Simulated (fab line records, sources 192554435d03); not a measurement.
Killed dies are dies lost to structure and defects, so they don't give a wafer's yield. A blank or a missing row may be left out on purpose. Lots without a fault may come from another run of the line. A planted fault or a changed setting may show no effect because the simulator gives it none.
Problem report in the 8D (eight disciplines) form, filled by code | flow n5_finfet | the parts of the form that need people (team, actions taken, sign-off) are left out

1. THE PROBLEM
M2_ILD_THK at N5_BEOL_M2_THK_MEAS_01 reads a mean of 74.6 nm on 1 wafer of 1 lot; wafers without a fault read 79.3 nm with a standard deviation of 0.98. That is -4.8 standard deviations from the usual mean.
First seen on wafer L409.4, day 10 00:51, on film_metro-02. The record holds 9 wafers of 3 lots with a number at this step. Rule for "out", or "out of limits": more than 4 standard deviations from the usual mean. The other wafers with a number count as sound.

2. WHAT IT IS AND WHAT IT IS NOT
question                    | is                | is not
which readings at this step | M2_ILD_THK        | -
which lots                  | L409              | L398, L416
which wafers of those lots  | L409.4            | L409.2, L409.6
read on which gauges        | film_metro-02     | -
when                        | from day 10 00:51 | up to then (5 sound wafers); but 3 sound wafers of L416 came after

3. SUSPECTS, AND WHAT RULES EACH OUT
Counting: a tool at a process step up to the reading stays a suspect if it ran every lot that is out. Sound lots after the first of them don't rule it out here, since some wafers of a struck lot are sound.
- the gauge at N5_BEOL_M2_THK_MEAS_01: kept. All the wafers that are out were read on film_metro-02, and no step on other tools shows them out.
- pecvd-02 at N5_BEOL_M2_ILD_DEP_00 (deposits SiOC from DEMS/O2, target thk 79 nm, time 15.3 s): kept. It ran the lot that is out, L409 (day 10 00:47); its last sound lot up to then is L398 (day 7 06:58).
- Within pecvd-02 at N5_BEOL_M2_ILD_DEP_00: the wafers that are out ran in chamber 2; their sound lot-mates ran in chamber 0.
Left after counting: pecvd-02 at N5_BEOL_M2_ILD_DEP_00, film_metro-02 at N5_BEOL_M2_THK_MEAS_01.

4. THE CAUSE (what the simulator had put in)
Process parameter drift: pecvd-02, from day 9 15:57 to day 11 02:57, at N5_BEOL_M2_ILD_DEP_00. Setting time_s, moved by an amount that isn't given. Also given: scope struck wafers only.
Counting left 2 suspects, and this tool is among them.

5. THE CHAIN OF EFFECTS, in route order
Each row: a reading whose mean over the struck wafers that have a number lies more than 3 standard deviations from the usual. Only readings for which the record gives a usual standard deviation are gone through. hours: the time from each lot's start at the first step in this table that gives one to its start at this step, as a median over the lots. sigmas: the change in usual standard deviations.
hours | step                   | reading    | usual   | on struck wafers | change | sigmas
0     | N5_BEOL_M2_THK_MEAS_01 | M2_ILD_THK | 79.3 nm | 74.6             | -4.7   | -4.8
Later measuring or inspecting steps at which every struck wafer that the step has a row for has a number for every such reading, and none has moved that far: N5_BEOL_M4_RC_MEAS_101.

6. WHAT WOULD HAVE CAUGHT IT SOONER
In this record the first reading out of limits at a measuring or inspecting step was taken at day 10 00:51, 9 hours after the fault began at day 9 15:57.
Of the tool readings at N5_BEOL_M2_ILD_DEP_00 for which the record gives a usual standard deviation, none was out on any struck wafer, so an alarm limit of 4 standard deviations on them would not have fired.
All the lots that are out (1) had begun N5_BEOL_M2_ILD_DEP_00 on pecvd-02 by day 10 00:51. A hold on the tool at that time would have spared none of them.
